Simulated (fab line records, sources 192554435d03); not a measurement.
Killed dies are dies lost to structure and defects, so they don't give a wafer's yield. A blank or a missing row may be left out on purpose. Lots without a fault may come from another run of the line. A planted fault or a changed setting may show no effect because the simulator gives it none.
Chamber matching | flow n5_finfet | N5_BEOL_M6_DEP_56 on pecvd-02: 3 sister chambers
The step deposits SiCN from 3MS/NH3, target thk 10 nm, time 17.5 s. 15 wafers are shown with their chamber, then 7 later ones without.

WAFERS WITH THEIR CHAMBER
wafer  | chamber | throttle_valve_pct (%) | showerhead_plenum_p_Torr (Torr) | rf_fwd_power_W (W)
L902.1 | 2       | 8.7                    | 3.631                           | 199.3
L902.4 | 1       | 10.2                   | 3.684                           | 199.7
L902.5 | 0       | 8.6                    | 3.670                           | 198.5
L904.2 | 1       | 10.6                   | 3.689                           | 199.8
L904.3 | 2       | 8.4                    | 3.641                           | 199.0
L904.6 | 2       | 8.4                    | 3.662                           | 199.8
L909.3 | 1       | 10.3                   | 3.697                           | 199.0
L909.6 | 2       | 8.6                    | 3.647                           | 199.2
L912.1 | 2       | 8.7                    | 3.638                           | 199.3
L912.3 | 1       | 10.3                   | 3.698                           | 199.4
L913.2 | 0       | 8.5                    | 3.668                           | 199.3
L913.3 | 1       | 10.5                   | 3.693                           | 198.8
L913.6 | 1       | 10.3                   | 3.700                           | 199.0
L917.4 | 1       | 10.3                   | 3.692                           | 199.3
L917.5 | 0       | 8.5                    | 3.667                           | 198.7

SIGNATURES (means of the wafers above)
reading                  | chamber 0 | chamber 1 | chamber 2 | scatter within a chamber
throttle_valve_pct       | 8.533     | 10.357    | 8.560     | 0.134
showerhead_plenum_p_Torr | 3.66833   | 3.69329   | 3.64380   | 0.00785
rf_fwd_power_W           | 198.833   | 199.286   | 199.320   | 0.359
Rule: a wafer's distance from a chamber is the root of the sum, over the readings, of the square of ((its reading less the chamber's mean) divided by the reading's scatter). The wafer belongs to the nearest chamber; if the next one is less than 2 further off, it can't be placed. The scatter: the root of (the sum of the squares of (reading less its chamber's mean) over the shown wafers, divided by (wafers less chambers)).

WAFERS WITHOUT THEIR CHAMBER
wafer  | throttle_valve_pct (%) | showerhead_plenum_p_Torr (Torr) | rf_fwd_power_W (W)
L917.6 | 8.5                    | 3.647                           | 199.2
L922.2 | 10.3                   | 3.688                           | 199.9
L922.5 | 8.7                    | 3.677                           | 199.5
L922.6 | 10.0                   | 3.693                           | 200.1
L923.2 | 8.5                    | 3.651                           | 199.4
L923.4 | 8.4                    | 3.669                           | 199.6
L923.5 | 8.8                    | 3.647                           | 199.0

WHICH CHAMBER EACH WENT THROUGH
wafer  | from the rows above     | in truth
L917.6 | 2                       | 2
L922.2 | 1                       | 1
L922.5 | can't be placed: 0 or 2 | 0
L922.6 | 1                       | 1
L923.2 | can't be placed: 2 or 0 | 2
L923.4 | can't be placed: 0 or 2 | 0
L923.5 | can't be placed: 2 or 0 | 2
Placed correctly: 3 of 7. Can't be placed from these rows: 4 (the true chamber is among the candidates in 4). Placed wrongly: 0.
